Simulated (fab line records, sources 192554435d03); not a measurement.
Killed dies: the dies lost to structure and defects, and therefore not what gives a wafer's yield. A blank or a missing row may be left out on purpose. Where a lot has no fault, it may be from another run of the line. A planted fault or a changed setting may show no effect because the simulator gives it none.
Matching of chambers || flow n5Finfet || N5_HKMG_FIN_STRIP_89 on rieDiel-04: 4 sister chambers
The step strips SOC in N2/H2, time 20 s. 8 wafers are shown with their chamber, then 7 later ones without.

== WAFERS, EACH WITH ITS CHAMBER ==
{"wafer": "L078.3", "chamber": 0, "throttleValvePct (%)": 19.0, "drypumpMotorCurrentA (A)": 5.5}
{"wafer": "L079.4", "chamber": 3, "throttleValvePct (%)": 19.2, "drypumpMotorCurrentA (A)": 5.7}
{"wafer": "L079.6", "chamber": 1, "throttleValvePct (%)": 18.5, "drypumpMotorCurrentA (A)": 6.2}
{"wafer": "L085.1", "chamber": 1, "throttleValvePct (%)": 18.6, "drypumpMotorCurrentA (A)": 6.1}
{"wafer": "L085.2", "chamber": 3, "throttleValvePct (%)": 19.2, "drypumpMotorCurrentA (A)": 5.6}
{"wafer": "L085.5", "chamber": 2, "throttleValvePct (%)": 19.3, "drypumpMotorCurrentA (A)": 5.9}
{"wafer": "L092.1", "chamber": 2, "throttleValvePct (%)": 19.4, "drypumpMotorCurrentA (A)": 5.8}
{"wafer": "L092.4", "chamber": 0, "throttleValvePct (%)": 19.0, "drypumpMotorCurrentA (A)": 5.5}

== WAFERS WITH NO CHAMBER GIVEN ==
{"wafer": "L092.6", "throttleValvePct (%)": 19.0, "drypumpMotorCurrentA (A)": 5.5}
{"wafer": "L093.1", "throttleValvePct (%)": 19.0, "drypumpMotorCurrentA (A)": 5.5}
{"wafer": "L093.3", "throttleValvePct (%)": 19.3, "drypumpMotorCurrentA (A)": 5.7}
{"wafer": "L093.5", "throttleValvePct (%)": 19.3, "drypumpMotorCurrentA (A)": 5.9}
{"wafer": "L094.1", "throttleValvePct (%)": 19.3, "drypumpMotorCurrentA (A)": 5.9}
{"wafer": "L094.2", "throttleValvePct (%)": 18.6, "drypumpMotorCurrentA (A)": 6.1}
{"wafer": "L094.5", "throttleValvePct (%)": 19.3, "drypumpMotorCurrentA (A)": 5.8}

== WHICH CHAMBER EACH WENT THROUGH ==
{"wafer": "L092.6", "from the rows above": 0, "in truth": 0}
{"wafer": "L093.1", "from the rows above": 0, "in truth": 0}
{"wafer": "L093.3", "from the rows above": "can't be placed: 3 or 2", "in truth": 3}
{"wafer": "L093.5", "from the rows above": 2, "in truth": 2}
{"wafer": "L094.1", "from the rows above": 2, "in truth": 2}
{"wafer": "L094.2", "from the rows above": 1, "in truth": 1}
{"wafer": "L094.5", "from the rows above": "can't be placed: 2 or 3", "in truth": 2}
Correct placement for 5 of the 7. Unplaceable from these rows: 2, with the true chamber sitting among the candidates in 2. Placed wrongly: 0.
How it was worked out, from the rows above alone: a wafer's distance from a chamber is the root of the sum, over the readings, of the square of ((its reading less the chamber's mean) divided by the reading's scatter). If the next closest chamber is less than 2 further off than the closest, the wafer can't be placed; otherwise it belongs to the closest. A chamber's mean is the mean of its shown wafers. How the scatter is found: for the shown wafers, subtract from each reading the mean of its chamber, square and add these, divide the total by (wafers less chambers), then take the root.
